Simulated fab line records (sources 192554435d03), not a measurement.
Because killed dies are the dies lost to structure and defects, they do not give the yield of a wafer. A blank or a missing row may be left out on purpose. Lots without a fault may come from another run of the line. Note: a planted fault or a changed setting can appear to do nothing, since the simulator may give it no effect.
Lot-split experiment | flow n5Finfet | on a route of 1938 steps: 7 lots, 21 wafers read

ON THE SPLIT
At N5_BEOL_M2_ETCH_64 (etches SOC in N2/H2, target depth 75 nm, overetch 22.5 nm, time 121.9 s), the setting sourceW was moved away from the recipe's 840 W on 9 of the 21 wafers read, by -10.2% to +14.1%. This setting was run at the recipe's value on the other wafers.

The split's own step is where the reading is taken.

THE READING
rfVppV, in V, at N5_BEOL_M2_ETCH_64 (etches SOC in N2/H2, target depth 75 nm, overetch 22.5 nm, time 121.9 s). Fault-free wafers of this fab line usually give 524.1 V, standard deviation 2.4 V.

wafer  | tool, chamber at the split | sourceW as run, W | against the recipe | rfVppV, V | against lot-mates on the recipe
L077.1 | rieDiel-04, 3              | 840               | recipe             | 526.9     | -
L077.3 | rieDiel-04, 0              | 956.1             | +13.8%             | 497.2     | -29.7
L077.5 | rieDiel-04, 1              | 956.1             | +13.8%             | 504.1     | -22.8
L079.1 | rieDiel-04, 3              | 958.1             | +14.1%             | 503.9     | -22.5
L079.2 | rieDiel-04, 2              | 958.1             | +14.1%             | 498.8     | -27.6
L079.4 | rieDiel-04, 1              | 840               | recipe             | 526.4     | -
L083.4 | rieDiel-03, 2              | 840               | recipe             | 525.9     | -
L083.5 | rieDiel-03, 2              | 840               | recipe             | 524.9     | -
L083.6 | rieDiel-03, 1              | 840               | recipe             | 526.2     | -
L084.2 | rieDiel-06, 3              | 925.1             | +10.1%             | 507.3     | -21.3
L084.3 | rieDiel-06, 0              | 840               | recipe             | 529.6     | -
L084.5 | rieDiel-06, 0              | 840               | recipe             | 527.6     | -
L086.2 | rieDiel-04, 0              | 840               | recipe             | 519.0     | -
L086.4 | rieDiel-04, 3              | 754.3             | -10.2%             | 544.8     | +25.8
L086.5 | rieDiel-04, 1              | 754.3             | -10.2%             | 545.7     | +26.7
L087.1 | rieDiel-04, 3              | 840               | recipe             | 524.7     | -
L087.3 | rieDiel-04, 1              | 879.8             | +4.7%              | 517.9     | -6.8
L087.6 | rieDiel-04, 2              | 879.8             | +4.7%              | 513.8     | -10.9
L094.1 | rieDiel-03, 2              | 840               | recipe             | 525.6     | -
L094.2 | rieDiel-03, 0              | 840               | recipe             | 525.1     | -
L094.6 | rieDiel-03, 3              | 840               | recipe             | 522.2     | -

THE FIT
A straight line over all 21 wafers: rfVppV changes by -1.81 V for each +1% of sourceW; r = -0.98; the points scatter about the line by 2.7 V.
The same after taking each lot's own level away (the mean of its wafers on the recipe; 21 wafers): -2.05 V for each +1%; r = -0.99; scatter 2.6 V.
That fit puts the effect of the largest move of sourceW on the reading at 29 V.
The lots' own levels span 519.00 to 528.60 V, that is 4.0 times the standard deviation above.
So the lot-to-lot level changes the slope: the two fits differ.
Check: with one of the wafers moved furthest among these (+14.1%) left out of the fit, the line predicts -28.9 V for it against its lot-mates. Against them it came out at -22.5 V.
Tool readings at the split's step, against how far the setting was moved: rfVppV r = -0.98.

OTHER SPLITS APPLIED TO THESE WAFERS
Note: prior to the reading, these wafers also went through further splits. Each is held against what the fit with the lots' levels taken away leaves over:
other split on the same wafers          | wafers away from the commonest value | r with rfVppV (lot level and that fit taken away)
N5_BEOL_M0_TRENCH_ETCH_107 targetDepthA | 5                                    | +0.02
N5_BEOL_M1_VIA_ETCH_34 biasW            | 6                                    | -0.14
N5_BEOL_M2_EXPOSE_08 doseMj             | 4                                    | -0.22

FILE'S OWN FIT
rfVppV changes by -2.01 V for each +1% of sourceW, r = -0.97.
